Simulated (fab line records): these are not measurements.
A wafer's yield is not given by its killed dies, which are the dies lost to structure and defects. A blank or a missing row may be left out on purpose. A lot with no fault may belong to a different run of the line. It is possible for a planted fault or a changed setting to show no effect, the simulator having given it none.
Which tool is to blame? ; flow n5Finfet ; 72 wafers from 24 lots sampled at 3 of the route's 1938 steps

## WHAT EACH GAUGE READ, for each wafer
N5_BEOL_M8_RS_MEAS_57: measurement is done with a four-point probe. Usual: M8_RS gives 0.286 ohm/sq (standard deviation 0.0081).
lot;measured;on;M8_RS (ohm/sq);flag
L074;day 10 10:37;filmMetro-01;0.284 0.273 0.285;
L075;day 10 10:50;filmMetro-01;0.294 0.294 0.293;
L076;day 10 17:27;filmMetro-02;0.291 0.289 0.295;
L079;day 10 23:26;filmMetro-02;0.291 0.291 0.283;
L077;day 11 18:05;filmMetro-01;0.288 0.300 0.294;
L078;day 11 19:16;filmMetro-01;0.291 0.290 0.291;
L081;day 11 23:50;filmMetro-02;0.295 0.285 0.292;
L080;day 12 08:29;filmMetro-02;0.291 0.283 0.289;
L082;day 12 10:49;filmMetro-02;0.276 0.285 0.287;
L083;day 12 12:22;filmMetro-01;0.287 0.290 0.288;
L084;day 12 14:35;filmMetro-01;0.286 0.288 0.287;
L085;day 12 21:41;filmMetro-02;0.290 0.288 0.287;
L086;day 13 14:30;filmMetro-01;0.283 0.285 0.283;
L087;day 13 23:43;filmMetro-02;0.296 0.297 0.292;
L089;day 14 02:47;filmMetro-01;0.293 0.284 0.285;
L088;day 14 03:37;filmMetro-01;0.281 0.260 0.268;
L090;day 14 03:47;filmMetro-02;0.301 0.285 0.295;
L092;day 14 10:53;filmMetro-02;0.284 0.273 0.278;
L091;day 14 12:31;filmMetro-01;0.282 0.284 0.280;
L093;day 15 00:18;filmMetro-02;0.286 0.277 0.284;
L094;day 15 09:28;filmMetro-02;0.278 0.274 0.287;
L095;day 15 11:44;filmMetro-02;0.273 0.290 0.285;
L096;day 16 08:31;filmMetro-02;0.289 0.276 0.299;
L097;day 17 14:04;filmMetro-02;0.287 0.298 0.297;

N5_BEOL_M9_OVL_MEAS_12. Usual: M9_OVL gives 0.5 nm (standard deviation 0.63).
lot;measured;on;M9_OVL (nm);flag
L074;day 10 12:18;overlay-01;1.4 0.9 1.4;
L075;day 10 12:29;overlay-01;0.3 -0.1 1.0;
L076;day 10 20:31;overlay-01;0.5 0.9 0.3;
L079;day 11 01:08;overlay-02;0.7 0.1 -0.4;
L077;day 11 19:14;overlay-02;-0.6 -1.1 0.0;
L078;day 11 21:46;overlay-02;0.4 0.4 1.1;
L081;day 12 03:03;overlay-01;1.0 1.2 0.8;
L080;day 12 10:04;overlay-02;0.8 0.6 -0.3;
L082;day 12 12:50;overlay-02;0.1 -0.1 -0.9;
L083;day 12 13:47;overlay-01;0.6 1.3 0.3;
L084;day 12 18:12;overlay-02;0.3 0.7 0.6;
L085;day 12 23:32;overlay-01;0.1 1.3 -0.8;
L086;day 13 16:10;overlay-01;0.3 0.5 0.0;
L087;day 14 01:37;overlay-02;-0.6 0.8 1.0;
L089;day 14 04:32;overlay-01;-0.2 -0.2 -0.2;
L088;day 14 05:09;overlay-02;1.8 1.3 1.7;
L090;day 14 05:47;overlay-01;0.3 -0.4 0.4;
L092;day 14 12:10;overlay-01;-0.5 -0.1 -0.2;
L091;day 14 14:18;overlay-02;1.2 0.7 -0.2;
L093;day 15 02:37;overlay-01;0.8 -0.1 0.8;
L094;day 15 11:15;overlay-01;1.2 1.5 1.2;
L095;day 15 13:11;overlay-02;0.4 1.3 0.8;
L096;day 16 10:14;overlay-01;0.8 0.1 1.0;
L097;day 17 18:08;overlay-02;0.6 1.6 1.6;

N5_BEOL_M9_CD_MEAS_28: the cd target is 70 nm. Usual: cdNm 69.95 nm, standard deviation 0.25.
lot;measured;on;cdNm (nm);flag
L074;day 10 15:15;cdSem-01;69.91 69.98 69.95;
L075;day 10 15:05;cdSem-01;69.98 69.58 70.09;
L076;day 10 22:19;cdSem-02;70.15 69.67 70.08;
L079;day 11 02:13;cdSem-01;70.49 69.73 69.92;
L077;day 11 20:53;cdSem-02;70.67 70.08 70.18;
L078;day 11 23:04;cdSem-02;70.23 70.27 69.99;
L081;day 12 05:23;cdSem-01;70.24 69.76 70.28;
L080;day 12 11:32;cdSem-02;69.62 70.10 69.90;
L082;day 12 16:59;cdSem-03;69.91 69.98 69.99;
L083;day 12 17:02;cdSem-02;69.49 69.54 69.54;
L084;day 12 19:40;cdSem-03;70.35 70.22 69.94;
L085;day 13 01:22;cdSem-01;70.15 70.02 69.67;
L086;day 13 17:52;cdSem-01;70.22 69.95 70.15;
L087;day 14 02:33;cdSem-02;70.44 69.99 69.81;
L089;day 14 08:17;cdSem-02;69.55 70.04 70.12;
L088;day 14 08:20;cdSem-01;69.50 69.88 69.85;
L090;day 14 08:15;cdSem-01;70.09 69.82 70.09;
L092;day 14 13:32;cdSem-03;69.77 69.82 69.83;
L091;day 14 17:40;cdSem-01;69.76 69.87 70.02;
L093;day 15 08:20;cdSem-01;69.90 69.87 70.03;
L094;day 15 14:27;cdSem-01;69.61 69.90 69.76;
L095;day 15 14:25;cdSem-02;69.79 69.69 70.02;
L096;day 16 14:41;cdSem-01;70.08 70.36 69.63;
L097;day 17 20:16;cdSem-03;70.23 69.80 70.08;

## EACH LOT AND THE TOOL THAT RAN IT (in order: tool; ch and the chambers of the sampled wafers; start)
The record shows no process step preceding these readings.

## WHAT THE TOOLS THEMSELVES READ (means of the sampled wafers that have a number; where no wafer has one, the mark that the record gives instead)
The record holds no such reading with a usual standard deviation.

## THE ANSWER, worked out from the rows above alone
Rule: take the mean of a lot's wafers that have a number; if it is more than 3 standard deviations from the usual mean, the lot is off. A lot without any number at a reading at which 4 lots or more have one is off too. Any other lot the step has rows for is counted as sound. After the gauges, taken in route order, come the tools' own readings; for these a lot's mean is taken, as printed above. The first step at which some lot is off is used, and at that step the reading that is off furthest; a lot without a number counts as furthest.
Nothing can be told from this: no lot is off at any reading shown.

## WHAT THE SIMULATOR HAD INSERTED
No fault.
